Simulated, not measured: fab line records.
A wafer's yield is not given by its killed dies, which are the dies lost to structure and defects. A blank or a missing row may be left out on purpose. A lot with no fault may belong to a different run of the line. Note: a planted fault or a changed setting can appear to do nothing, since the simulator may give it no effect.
fab line records    flow n5Finfet
record lots=24  wafers=72  lastDay=17
route steps=1938 shown BEOL_M9@1457 BEOL_M10@1483 BEOL_M11@1539
lots with no fault: from the same line, run without faults
startH: hours from the record's first day to the start of the lot's first wafer shown    waitH: hours since the lot's step before    " unchanged from the row above    L1.1+2: one row covering several wafers at once    - value missing, or start not given    * or withheld: withheld    < > ~ a bound
route shown NAME@n: names a module that has steps shown in the file, with the first one's number in the route    usual: the fault-free wafers' mean and standard deviation    same: alike in all rows    chamber/n: place in a boat    sites: each site's reading    _std_site: standard deviation across them    _edge_site: mean of outer sites minus mean of inner sites    radiusMm: for every site, how far away it sits from the centre of the wafer    mask NAME#n: copy n    behind: the most recent tool/chamber to have shaped the wafer    hold: reason for holding the lot/hours on hold/outcome of the hold    device: transistor that didn't switch, given as n, p or np    end of line: tests run on the same wafers once the route is complete    a step without rows: its recipe alone    killed: the dies lost at the first sort to structure and to defects; this is not the yield of the wafer    map: the dies of a wafer, with x for killed, . for not killed, _ for no die there
set.NAME: the setting the step ran with; set.NAME@STEP: the setting that earlier step ran with    model.NAME: the simulator's own value behind a step, which no gauge read
route steps across a sampled set of lots; one table per step, one row per wafer
services: a tool's chamber out of use, with start hour (startH, from the record's first day; less than 0 if before it), hours out, and reason
## steps
# step N5_BEOL_M9_PRE_CLEAN_45
# recipe gas=H2/He  timeS=30  tempC=250
# usual heaterPowerW=328/45
lot.wafer  tool           chamber  startH  waitH  heaterPowerW
L074.1     pvdSputter-02  -        199.67  0.0    289
L074.2     "              -        "       "      291
L074.4     "              -        "       "      351
L076.1     pvdSputter-03  -        215.79  0.0    303
L076.2     "              -        "       "      425
L076.4     "              -        "       "      301
L075.3     pvdSputter-03  -        219.32  0.0    350
L075.4     "              -        "       "      304
L075.6     "              -        "       "      421
L077.1     pvdSputter-02  -        227.75  0.0    285
L077.2     "              -        "       "      284
L077.5     "              -        "       "      283
L078.2     pvdSputter-01  -        231.24  0.0    292
L078.3     "              -        "       "      300
L078.5     "              -        "       "      359
L079.1     pvdSputter-03  -        238.40  0.0    343
L079.2     "              -        "       "      427
L079.6     "              -        "       "      331
L080.1     pvdSputter-01  -        243.79  0.0    344
L080.2     "              -        "       "      365
L080.4     "              -        "       "      297
L081.2     pvdSputter-02  -        243.86  0.0    281
L081.3     "              -        "       "      288
L081.6     "              -        "       "      288
L082.1     pvdSputter-03  -        250.48  0.0    297
L082.2     "              -        "       "      336
L082.6     "              -        "       "      304
L083.1     pvdSputter-03  -        254.87  0.0    297
L083.2     "              -        "       "      337
L083.5     "              -        "       "      347
L084.2     pvdSputter-02  -        265.94  0.0    278
L084.4     "              -        "       "      278
L084.5     "              -        "       "      282
L085.1     pvdSputter-02  -        269.96  0.0    354
L085.3     "              -        "       "      289
L085.5     "              -        "       "      283
L086.1     pvdSputter-03  -        274.22  0.0    338
L086.4     "              -        "       "      430
L086.5     "              -        "       "      294
L087.1     pvdSputter-03  -        288.43  0.0    305
L087.4     "              -        "       "      294
L087.5     "              -        "       "      295
L089.3     pvdSputter-03  -        292.41  0.0    344
L089.4     "              -        "       "      311
L089.6     "              -        "       "      328
L088.1     pvdSputter-02  -        297.11  0.0    278
L088.3     "              -        "       "      289
L088.6     "              -        "       "      282
L091.2     pvdSputter-03  -        306.62  0.0    303
L091.3     "              -        "       "      303
L091.5     "              -        "       "      299
L090.4     pvdSputter-03  -        307.04  0.0    428
L090.5     "              -        "       "      300
L090.6     "              -        "       "      421
L092.2     pvdSputter-03  -        314.24  0.0    305
L092.4     "              -        "       "      307
L092.5     "              -        "       "      343
L093.1     pvdSputter-03  -        324.86  0.0    421
L093.5     "              -        "       "      312
L093.6     "              -        "       "      422
L094.2     pvdSputter-01  -        333.37  0.0    352
L094.4     "              -        "       "      354
L094.6     "              -        "       "      341
L095.1     pvdSputter-01  -        337.15  0.0    369
L095.3     "              -        "       "      297
L095.5     "              -        "       "      299
L096.2     pvdSputter-02  -        347.31  0.0    285
L096.4     "              -        "       "      279
L096.6     "              -        "       "      347
L097.2     pvdSputter-03  -        347.68  0.0    339
L097.3     "              -        "       "      295
L097.4     "              -        "       "      433
# step N5_BEOL_M9_INSPECT_58
# recipe inspectInstrument=darkfield  mode=postDep
# usual rawDefectCount=70/22
lot.wafer  tool              chamber  startH  waitH  rawDefectCount
L074.1     defectInspect-02  -        201.46  0.0    78
L074.2     "                 -        "       "      67
L074.4     "                 -        "       "      50
L076.1     defectInspect-02  -        217.40  0.0    108
L076.2     "                 -        "       "      52
L076.4     "                 -        "       "      78
L075.3     defectInspect-02  -        221.50  0.0    79
L075.4     "                 -        "       "      59
L075.6     "                 -        "       "      43
L077.1     defectInspect-01  -        230.04  0.0    71
L077.2     "                 -        "       "      49
L077.5     "                 -        "       "      80
L078.2     defectInspect-01  -        234.88  0.0    66
L078.3     "                 -        "       "      52
L078.5     "                 -        "       "      52
L079.1     defectInspect-02  -        241.89  0.0    60
L079.2     "                 -        "       "      64
L079.6     "                 -        "       "      54
L080.1     defectInspect-02  -        245.43  0.0    64
L080.2     "                 -        "       "      94
L080.4     "                 -        "       "      101
L081.2     defectInspect-02  -        245.60  0.0    56
L081.3     "                 -        "       "      72
L081.6     "                 -        "       "      109
L082.1     defectInspect-02  -        252.41  0.0    75
L082.2     "                 -        "       "      65
L082.6     "                 -        "       "      89
L083.1     defectInspect-01  -        256.63  0.0    44
L083.2     "                 -        "       "      55
L083.5     "                 -        "       "      64
L084.2     defectInspect-01  -        267.71  0.0    72
L084.4     "                 -        "       "      96
L084.5     "                 -        "       "      42
L085.1     defectInspect-01  -        271.83  0.0    71
L085.3     "                 -        "       "      65
L085.5     "                 -        "       "      57
L086.1     defectInspect-01  -        276.46  0.0    54
L086.4     "                 -        "       "      56
L086.5     "                 -        "       "      47
L087.1     defectInspect-02  -        290.35  0.0    54
L087.4     "                 -        "       "      65
L087.5     "                 -        "       "      68
L089.3     defectInspect-01  -        294.48  0.0    68
L089.4     "                 -        "       "      66
L089.6     "                 -        "       "      99
L088.1     defectInspect-02  -        298.86  0.0    59
L088.3     "                 -        "       "      56
L088.6     "                 -        "       "      72
L091.2     defectInspect-01  -        308.74  0.0    131
L091.3     "                 -        "       "      91
L091.5     "                 -        "       "      133
L090.4     defectInspect-01  -        309.05  0.0    91
L090.5     "                 -        "       "      84
L090.6     "                 -        "       "      67
L092.2     defectInspect-02  -        316.13  0.0    73
L092.4     "                 -        "       "      111
L092.5     "                 -        "       "      91
L093.1     defectInspect-02  -        326.42  0.0    29
L093.5     "                 -        "       "      45
L093.6     "                 -        "       "      36
L094.2     defectInspect-02  -        335.33  0.0    67
L094.4     "                 -        "       "      68
L094.6     "                 -        "       "      62
L095.1     defectInspect-01  -        339.03  0.0    62
L095.3     "                 -        "       "      63
L095.5     "                 -        "       "      52
L096.2     defectInspect-01  -        349.93  0.0    54
L096.4     "                 -        "       "      56
L096.6     "                 -        "       "      83
L097.2     defectInspect-02  -        350.33  0.0    71
L097.3     "                 -        "       "      79
L097.4     "                 -        "       "      113
# step N5_BEOL_M10_CD_MEAS_11
# recipe targetCdNm=64.1  landingEnergyEv=500  detector=seInlens  polarity=opening
# usual cdNm=64.5/0.72
lot.wafer  tool      chamber  startH  waitH  cdNm
L074.1     cdSem-02  0        204.03  -      64.8
L074.2     "         0        "       "      65.0
L074.4     "         0        "       "      64.0
L076.1     cdSem-03  0        219.42  -      64.9
L076.2     "         0        "       "      65.4
L076.4     "         0        "       "      64.5
L075.3     cdSem-02  0        223.43  -      64.0
L075.4     "         0        "       "      64.7
L075.6     "         0        "       "      64.3
L077.1     cdSem-03  0        231.46  -      65.2
L077.2     "         0        "       "      64.3
L077.5     "         0        "       "      65.5
L078.2     cdSem-02  0        236.19  -      64.2
L078.3     "         0        "       "      64.9
L078.5     "         0        "       "      63.8
L079.1     cdSem-02  0        244.09  -      63.1
L079.2     "         0        "       "      65.3
L079.6     "         0        "       "      64.9
L080.1     cdSem-01  0        247.80  -      64.8
L080.2     "         0        "       "      64.5
L080.4     "         0        "       "      64.0
L081.2     cdSem-01  0        247.96  -      63.5
L081.3     "         0        "       "      64.3
L081.6     "         0        "       "      63.6
L082.1     cdSem-02  0        255.10  -      65.1
L082.2     "         0        "       "      63.9
L082.6     "         0        "       "      63.1
L083.1     cdSem-02  0        259.40  -      65.5
L083.2     "         0        "       "      65.0
L083.5     "         0        "       "      65.4
L084.2     cdSem-03  0        270.16  -      64.1
L084.4     "         0        "       "      64.4
L084.5     "         0        "       "      64.0
L085.1     cdSem-02  0        274.35  -      64.4
L085.3     "         0        "       "      64.7
L085.5     "         0        "       "      64.4
L086.1     cdSem-02  0        278.95  -      64.9
L086.4     "         0        "       "      64.0
L086.5     "         0        "       "      64.3
L087.1     cdSem-01  0        292.44  -      65.1
L087.4     "         0        "       "      66.3
L087.5     "         0        "       "      65.3
L089.3     cdSem-03  0        297.15  -      63.5
L089.4     "         0        "       "      64.6
L089.6     "         0        "       "      64.4
L088.1     cdSem-01  0        300.53  -      63.6
L088.3     "         0        "       "      63.7
L088.6     "         0        "       "      64.9
L091.2     cdSem-03  0        314.27  -      64.6
L091.3     "         0        "       "      63.7
L091.5     "         0        "       "      63.9
L090.4     cdSem-01  0        314.44  -      64.2
L090.5     "         0        "       "      63.6
L090.6     "         0        "       "      63.7
L092.2     cdSem-01  0        318.44  -      64.6
L092.4     "         0        "       "      64.0
L092.5     "         0        "       "      64.5
L093.1     cdSem-03  0        327.77  -      65.7
L093.5     "         0        "       "      65.8
L093.6     "         0        "       "      65.2
L094.2     cdSem-02  0        337.43  -      64.5
L094.4     "         0        "       "      63.3
L094.6     "         0        "       "      64.7
L095.1     cdSem-02  0        343.01  -      64.4
L095.3     "         0        "       "      64.1
L095.5     "         0        "       "      65.3
L096.2     cdSem-02  0        351.02  -      64.5
L096.4     "         0        "       "      65.1
L096.6     "         0        "       "      65.4
L097.2     cdSem-01  0        353.09  -      64.6
L097.3     "         0        "       "      64.1
L097.4     "         0        "       "      63.5
# step N5_BEOL_M10_DESCUM_33
# recipe chemistry=O2  timeS=7.9  sourcePowerW=50  biasPowerW=20  pressureMtorr=20  rfFrequencyHz=2.712e+07  tempC=40  resist=CAR-ArF  o2FlowSccm=225
# usual drypumpMotorCurrentA=5.6/0.46  oesProductAu=0.78/0.088  rfVppV=243.4/1.6  showerheadPlenumPTorr=2.11/0.084  throttleValvePct=20.40/0.22
lot.wafer  tool        chamber  startH  waitH  drypumpMotorCurrentA  oesProductAu  rfHoursCounterH  rfVppV  showerheadPlenumPTorr  throttleValvePct
L074.1     rieDiel-01  2        206.65  0.7    5.1                   0.93          23               244.0   2.22                   20.40
L074.2     "           0        "       "      6.5                   0.82          82               243.2   2.15                   20.49
L074.4     "           1        "       "      5.8                   0.70          210              242.4   2.00                   20.51
L076.1     rieDiel-03  3        222.99  0.5    5.6                   0.68          224              243.0   2.12                   20.70
L076.2     "           1        "       "      5.1                   0.87          72               246.0   2.21                   20.08
L076.4     "           2        "       "      6.0                   0.76          171              243.0   1.99                   20.37
L075.3     rieDiel-01  0        226.73  0.3    6.5                   0.82          93               242.5   2.15                   20.49
L075.4     "           2        "       "      5.1                   0.91          33               244.1   2.21                   20.42
L075.6     "           3        "       "      5.6                   0.72          -                245.2   2.12                   20.26
L077.1     rieDiel-03  3        234.24  0.4    5.6                   0.67          230              244.1   2.12                   20.70
L077.2     "           2        "       "      6.0                   0.75          178              242.1   1.99                   20.37
L077.5     "           0        "       "      6.3                   0.70          -                243.8   2.16                   20.80
L078.2     rieDiel-01  1        237.30  0.2    5.7                   0.69          226              241.0   1.99                   20.52
L078.3     "           0        "       "      6.5                   0.81          98               243.1   2.15                   20.51
L078.5     "           3        "       "      5.7                   0.71          -                243.6   2.12                   20.28
L079.1     rieDiel-03  1        246.44  0.4    5.2                   0.85          84               245.8   2.20                   20.09
L079.2     "           2        "       "      6.0                   0.75          185              241.1   1.98                   20.39
L079.6     "           0        "       "      6.3                   0.69          -                242.2   2.16                   20.82
L080.1     rieDiel-04  3        250.82  0.8    5.1                   0.71          205              242.6   1.99                   20.49
L080.2     "           0        "       "      5.6                   0.86          42               243.9   2.22                   20.36
L080.4     "           2        "       "      5.1                   0.82          65               245.1   2.17                   19.98
L081.2     rieDiel-01  1        250.86  0.7    5.8                   0.69          233              240.4   1.99                   20.52
L081.3     "           3        "       "      5.7                   0.71          221              245.1   2.12                   20.30
L081.6     "           2        "       "      5.0                   0.90          -                245.3   2.21                   20.44
L082.1     rieDiel-01  0        256.52  0.1    6.5                   0.80          107              243.0   2.14                   20.53
L082.2     "           2        "       "      5.0                   0.90          47               243.1   2.21                   20.44
L082.6     "           1        "       "      5.8                   0.68          -                240.0   1.99                   20.50
L083.1     rieDiel-04  1        260.65  0.0    5.8                   0.88          39               242.9   2.04                   20.31
L083.2     "           0        "       "      5.6                   0.85          46               245.2   2.22                   20.37
L083.5     "           0        "       "      5.6                   0.86          -                246.1   2.22                   20.39
L084.2     rieDiel-03  0        273.30  0.0    6.2                   0.67          227              244.2   2.16                   20.82
L084.4     "           2        "       "      6.0                   0.74          195              240.7   1.98                   20.41
L084.5     "           1        "       "      5.2                   0.83          -                245.0   2.20                   20.12
L085.1     rieDiel-01  0        277.37  0.0    6.5                   0.79          114              243.2   2.14                   20.53
L085.3     "           2        "       "      5.0                   0.87          54               245.1   2.21                   20.46
L085.5     "           2        "       "      5.0                   0.87          -                245.3   2.21                   20.44
L086.1     rieDiel-03  2        279.87  0.0    6.0                   0.73          197              242.3   1.98                   20.40
L086.4     "           0        "       "      6.3                   0.68          230              243.4   2.16                   20.82
L086.5     "           3        "       "      5.6                   0.65          -                243.1   2.11                   20.73
L087.1     rieDiel-01  0        296.50  0.7    6.5                   0.77          121              243.3   2.14                   20.53
L087.4     "           3        "       "      5.7                   0.69          238              243.5   2.11                   20.33
L087.5     "           0        "       "      6.5                   0.77          -                242.1   2.14                   20.55
L089.3     rieDiel-03  3        300.15  0.3    5.6                   1.00          0                243.1   2.11                   20.27
L089.4     "           0        "       "      6.3                   0.68          240              242.2   2.15                   20.84
L089.6     "           1        "       "      5.2                   0.81          -                245.2   2.19                   20.13
L088.1     rieDiel-03  3        303.64  0.1    5.6                   1.00          2                245.0   2.11                   20.27
L088.3     "           2        "       "      6.0                   0.73          208              242.2   1.98                   20.42
L088.6     "           3        "       "      5.6                   0.99          -                243.7   2.11                   20.30
L091.2     rieDiel-04  3        315.41  0.0    5.1                   0.69          227              240.7   1.98                   20.51
L091.3     "           0        "       "      5.5                   0.83          66               244.3   2.21                   20.42
L091.5     "           1        "       "      5.8                   0.86          -                242.8   2.04                   20.36
L090.4     rieDiel-03  0        315.77  0.2    6.3                   0.67          243              243.0   2.15                   20.83
L090.5     "           2        "       "      6.0                   0.71          -                240.8   1.97                   20.43
L090.6     "           3        "       "      5.6                   0.96          -                244.1   2.11                   20.29
L092.2     rieDiel-03  2        322.02  0.3    6.0                   0.72          215              241.8   1.97                   20.42
L092.4     "           0        "       "      6.2                   0.68          245              243.9   2.15                   20.84
L092.5     "           2        "       "      6.0                   0.71          -                240.3   1.97                   20.44
L093.1     rieDiel-04  0        331.95  0.0    5.5                   0.83          70               244.4   2.21                   20.44
L093.5     "           2        "       "      5.1                   0.79          -                245.2   2.16                   20.01
L093.6     "           1        "       "      5.8                   0.85          -                241.8   2.03                   20.36
L094.2     rieDiel-04  1        339.06  0.1    5.8                   0.84          66               242.3   2.03                   20.35
L094.4     "           2        "       "      5.1                   0.79          95               245.2   2.16                   20.02
L094.6     "           3        "       "      5.1                   0.69          -                241.1   1.98                   20.54
L095.1     rieDiel-04  0        344.45  0.2    5.5                   0.82          74               244.7   2.21                   20.42
L095.3     "           3        "       "      5.0                   0.69          236              241.9   1.98                   20.53
L095.5     "           3        "       "      5.0                   0.69          -                241.6   1.98                   20.53
L096.2     rieDiel-04  0        352.75  0.3    5.6                   0.82          76               243.8   2.21                   20.43
L096.4     "           3        "       "      5.0                   0.69          239              242.3   1.98                   20.54
L096.6     "           2        "       "      5.1                   0.79          -                244.9   2.16                   20.03
L097.2     rieDiel-01  2        354.69  0.4    5.0                   0.83          83               243.0   2.20                   20.51
L097.3     "           0        "       "      6.5                   0.75          144              242.4   2.13                   20.59
L097.4     "           1        "       "      5.7                   0.91          14               244.6   2.24                   20.07
# step N5_BEOL_M10_SURFACE_TREAT_76
# recipe gas=Ar  timeS=*  ionEnergyEv=*  ionCurrentMaCm2=0.5  pressureMtorr=*  arFlowSccm=30
# usual throttleValvePct=*
lot.wafer  tool           chamber  startH  waitH  throttleValvePct
L074.1     pvdSputter-02  -        208.74  0.3    *
L074.2     "              -        "       "      *
L074.4     "              -        "       "      *
L076.1     pvdSputter-02  -        224.67  0.4    *
L076.2     "              -        "       "      *
L076.4     "              -        "       "      *
L075.3     pvdSputter-03  -        228.28  0.2    *
L075.4     "              -        "       "      *
L075.6     "              -        "       "      *
L077.1     pvdSputter-03  -        236.00  0.2    *
L077.2     "              -        "       "      *
L077.5     "              -        "       "      *
L078.2     pvdSputter-03  -        238.88  0.2    *
L078.3     "              -        "       "      *
L078.5     "              -        "       "      *
L079.1     pvdSputter-03  -        247.98  0.2    *
L079.2     "              -        "       "      *
L079.6     "              -        "       "      *
L080.1     pvdSputter-03  -        253.87  1.6    *
L080.2     "              -        "       "      *
L080.4     "              -        "       "      *
L081.2     pvdSputter-03  -        253.91  1.5    *
L081.3     "              -        "       "      *
L081.6     "              -        "       "      *
L082.1     pvdSputter-03  -        259.66  0.4    *
L082.2     "              -        "       "      *
L082.6     "              -        "       "      *
L083.1     pvdSputter-03  -        262.96  0.2    *
L083.2     "              -        "       "      *
L083.5     "              -        "       "      *
L084.2     pvdSputter-03  -        274.72  0.2    *
L084.4     "              -        "       "      *
L084.5     "              -        "       "      *
L085.1     pvdSputter-02  -        279.48  0.2    *
L085.3     "              -        "       "      *
L085.5     "              -        "       "      *
L086.1     pvdSputter-03  -        281.48  0.2    *
L086.4     "              -        "       "      *
L086.5     "              -        "       "      *
L087.1     pvdSputter-02  -        299.58  1.4    *
L087.4     "              -        "       "      *
L087.5     "              -        "       "      *
L089.3     pvdSputter-01  -        304.01  0.2    *
L089.4     "              -        "       "      *
L089.6     "              -        "       "      *
L088.1     pvdSputter-02  -        305.12  0.2    *
L088.3     "              -        "       "      *
L088.6     "              -        "       "      *
L091.2     pvdSputter-03  -        316.84  0.2    *
L091.3     "              -        "       "      *
L091.5     "              -        "       "      *
L090.4     pvdSputter-03  -        317.72  0.6    *
L090.5     "              -        "       "      *
L090.6     "              -        "       "      *
L092.2     pvdSputter-02  -        325.30  0.2    *
L092.4     "              -        "       "      *
L092.5     "              -        "       "      *
L093.1     pvdSputter-01  -        333.73  0.3    *
L093.5     "              -        "       "      *
L093.6     "              -        "       "      *
L094.2     pvdSputter-03  -        342.29  1.5    *
L094.4     "              -        "       "      *
L094.6     "              -        "       "      *
L095.1     pvdSputter-02  -        347.23  0.2    *
L095.3     "              -        "       "      *
L095.5     "              -        "       "      *
L096.2     pvdSputter-03  -        354.64  0.2    *
L096.4     "              -        "       "      *
L096.6     "              -        "       "      *
L097.2     pvdSputter-03  -        358.14  0.2    *
L097.3     "              -        "       "      *
L097.4     "              -        "       "      *
# step N5_BEOL_M11_PECVD_70
# recipe material=SiO2  targetThkA=200  tempC=400  precursor=TEOS/O2  pressureTorr=5.5  rfW=450  teosFlowSccm=53.8  gas=O2  flowSccm=3000  timeS=22.7
# usual heaterPowerOuterW=423/74  heaterPowerW=712/100  showerheadPlenumPTorr=8.76/0.061  throttleValvePct=23.3/1.3
lot.wafer  tool      chamber  startH  waitH  heaterPowerOuterW  heaterPowerW  showerheadPlenumPTorr  throttleValvePct
L074.1     pecvd-04  0        211.21  0.0    287                577           8.75                   23.6
L074.2     "         1        "       "      459                768           8.74                   24.9
L074.4     "         2        "       "      345                565           8.69                   21.8
L076.1     pecvd-04  2        228.35  0.0    423                674           8.67                   21.7
L076.2     "         1        "       "      469                779           8.73                   24.8
L076.4     "         2        "       "      411                684           8.67                   21.9
L075.3     pecvd-02  0        230.78  0.0    402                710           8.73                   24.3
L075.4     "         0        "       "      406                726           8.74                   24.4
L075.6     "         1        "       "      484                757           8.79                   22.9
L077.1     pecvd-02  2        238.44  0.0    498                861           8.74                   22.0
L077.2     "         1        "       "      499                783           8.78                   23.1
L077.5     "         1        "       "      490                796           8.78                   22.9
L078.2     pecvd-02  1        243.45  0.0    507                799           8.77                   23.0
L078.3     "         1        "       "      507                810           8.79                   22.8
L078.5     "         0        "       "      483                807           8.73                   24.2
L079.1     pecvd-04  1        250.13  0.0    440                704           8.75                   25.0
L079.2     "         0        "       "      312                609           8.77                   23.4
L079.6     "         2        "       "      415                697           8.70                   22.1
L080.1     pecvd-02  2        255.70  0.0    495                827           8.75                   22.2
L080.2     "         1        "       "      493                773           8.77                   23.0
L080.4     "         2        "       "      480                852           8.74                   21.8
L081.2     pecvd-04  0        255.84  0.0    340                656           8.78                   23.4
L081.3     "         1        "       "      422                692           8.76                   24.7
L081.6     "         2        "       "      323                551           8.67                   21.9
L082.1     pecvd-01  1        261.83  0.0    456                721           8.93                   26.2
L082.2     "         2        "       "      434                700           8.75                   21.9
L082.6     "         0        "       "      279                516           8.69                   22.1
L083.1     pecvd-01  1        264.78  0.0    521                808           8.93                   26.1
L083.2     "         2        "       "      384                630           8.78                   22.2
L083.5     "         2        "       "      386                606           8.77                   22.0
L084.2     pecvd-02  1        277.19  0.0    413                678           8.77                   23.0
L084.4     "         2        "       "      448                803           8.73                   21.8
L084.5     "         1        "       "      407                661           8.81                   22.9
L085.1     pecvd-02  2        282.34  0.0    506                870           8.74                   21.9
L085.3     "         1        "       "      420                668           8.75                   22.9
L085.5     "         2        "       "      494                846           8.75                   22.0
L086.1     pecvd-01  2        283.66  0.0    409                646           8.78                   22.1
L086.4     "         2        "       "      419                654           8.79                   22.1
L086.5     "         1        "       "      514                829           8.93                   26.1
L087.1     pecvd-01  0        301.99  0.0    270                487           8.69                   22.4
L087.4     "         2        "       "      323                556           8.77                   22.2
L087.5     "         0        "       "      266                499           8.70                   22.3
L089.3     pecvd-02  0        306.14  0.0    385                679           8.73                   24.6
L089.4     "         2        "       "      461                808           8.77                   22.1
L089.6     "         1        "       "      461                740           8.76                   23.0
L088.1     pecvd-01  2        308.76  0.0    421                684           8.76                   22.3
L088.3     "         0        "       "      321                558           8.70                   22.5
L088.6     "         0        "       "      321                553           8.70                   22.4
L091.2     pecvd-04  2        318.89  0.0    419                669           8.66                   22.1
L091.3     "         1        "       "      455                722           8.76                   24.8
L091.5     "         1        "       "      447                724           8.75                   24.8
L090.4     pecvd-02  1        319.72  0.1    502                787           8.76                   23.2
L090.5     "         0        "       "      474                821           8.73                   24.4
L090.6     "         2        "       "      475                819           8.72                   22.1
L092.2     pecvd-02  0        327.16  0.0    490                829           8.74                   24.5
L092.4     "         1        "       "      453                738           8.80                   22.9
L092.5     "         0        "       "      488                825           8.75                   24.0
L093.1     pecvd-01  1        336.44  0.0    508                776           8.89                   26.2
L093.5     "         0        "       "      303                520           8.71                   22.4
L093.6     "         1        "       "      516                790           8.91                   26.2
L094.2     pecvd-02  1        344.67  0.0    491                789           8.75                   22.9
L094.4     "         2        "       "      458                804           8.75                   22.1
L094.6     "         0        "       "      442                755           8.75                   23.9
L095.1     pecvd-01  2        349.53  0.0    427                684           8.78                   22.4
L095.3     "         1        "       "      504                782           8.94                   26.1
L095.5     "         2        "       "      425                682           8.76                   22.0
L096.2     pecvd-02  2        357.19  0.0    479                847           8.73                   21.9
L096.4     "         1        "       "      439                717           8.77                   22.9
L096.6     "         0        "       "      401                712           8.73                   24.3
L097.2     pecvd-01  2        360.03  0.0    358                590           8.76                   22.1
L097.3     "         0        "       "      301                529           8.68                   22.5
L097.4     "         0        "       "      299                537           8.66                   22.5
## services
tool           chamber  startH  hours  kind
rieDiel-04     -        180.48  69.8   repair
rieDiel-03     1        185.26  8.8    repair
rieDiel-03     3        194.43  6.1    repair
pecvd-04       0        198.77  11.6   repair
pecvd-02       -        212.28  0.4    repair
pecvd-02       0        214.62  2.1    scheduledDown
pecvd-02       2        241.55  5.5    scheduledDown
pecvd-02       -        245.19  5.5    pm
pecvd-02       2        255.88  2.1    scheduledDown
rieDiel-03     3        280.33  -      clean
rieDiel-03     3        280.33  -      consumableReplace:focusRing
rieDiel-03     3        280.33  19.1   scheduledDown
rieDiel-03     3        280.33  19.1   ventCycle
pecvd-02       1        289.42  5.5    scheduledDown
pecvd-02       2        292.67  13.2   repair
pecvd-01       0        296.42  5.3    repair
rieDiel-01     2        299.64  2.8    repair
rieDiel-03     0        334.66  -      clean
rieDiel-03     0        334.66  -      consumableReplace:focusRing
rieDiel-03     0        334.66  15.4   scheduledDown
pvdSputter-02  -        335.77  2.8    repair
pecvd-04       -        335.80  28.1   pm
pvdSputter-01  -        342.33  3.2    repair
pecvd-02       2        344.81  3.0    repair
## key
fault none
